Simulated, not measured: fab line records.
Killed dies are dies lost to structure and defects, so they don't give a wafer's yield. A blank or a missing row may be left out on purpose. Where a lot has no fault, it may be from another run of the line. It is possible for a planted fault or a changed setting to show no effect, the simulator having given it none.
Chamber matching | flow nand_harc | NHARC_P_CONTACT_ETCH_18 on rie_diel-04: 4 sister chambers
The step etches the open film in C4F8/O2/Ar, target depth 481 nm, time 240.5 s. 16 wafers are shown with their chamber, then 8 later ones without.

## WAFERS, EACH WITH ITS CHAMBER
wafer  | chamber | rf_vpp_V (V) | oes_product_au (a.u.)
L726.1 | 0       | 973          | 0.990
L726.4 | 1       | 975          | 0.951
L726.6 | 1       | 976          | 0.968
L729.4 | 2       | 974          | 0.949
L729.5 | 0       | 972          | 0.965
L729.6 | 1       | 975          | 0.946
L738.1 | 1       | 974          | 0.949
L738.2 | 2       | 976          | 0.960
L738.5 | 0       | 971          | 0.981
L741.2 | 1       | 975          | 0.976
L741.4 | 0       | 972          | 0.975
L741.6 | 1       | 974          | 0.963
L742.1 | 1       | 974          | 0.940
L742.4 | 3       | 987          | 0.951
L742.5 | 3       | 989          | 0.941
L743.1 | 3       | 988          | 0.974

SIGNATURES, as means of the wafers listed above
reading        | chamber 0 | chamber 1 | chamber 2 | chamber 3 | scatter within a chamber
rf_vpp_V       | 972.00    | 974.71    | 975.00    | 988.00    | 0.886
oes_product_au | 0.97775   | 0.95614   | 0.95450   | 0.95533   | 0.0129
Rule: for a wafer and a chamber, the distance is found by dividing, reading by reading, the gap between the wafer's reading and the chamber's mean by the reading's scatter, squaring, summing and taking the root. The wafer belongs to the nearest chamber; if the next one is less than 2 further off, it can't be placed. How the scatter is found: for the shown wafers, subtract from each reading the mean of its chamber, square and add these, divide the total by (wafers less chambers), then take the root.

## WAFERS WHOSE CHAMBER IS MISSING
wafer  | rf_vpp_V (V) | oes_product_au (a.u.)
L743.2 | 972          | 0.971
L743.3 | 977          | 0.981
L745.1 | 987          | 0.975
L745.2 | 976          | 0.957
L745.4 | 972          | 0.988
L747.3 | 988          | 0.973
L747.4 | 973          | 0.985
L747.6 | 987          | 0.971

## THE CHAMBER EACH PASSED THROUGH
wafer  | from the rows above     | in truth
L743.2 | 0                       | 0
L743.3 | can't be placed: 2 or 1 | 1
L745.1 | 3                       | 3
L745.2 | can't be placed: 2 or 1 | 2
L745.4 | 0                       | 0
L747.3 | 3                       | 3
L747.4 | can't be placed: 0 or 1 | 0
L747.6 | 3                       | 3
Correctly placed: 5 of 8. From these rows, 3 cannot be placed; in 3 the true chamber is one of the candidates. Number placed wrongly: 0.
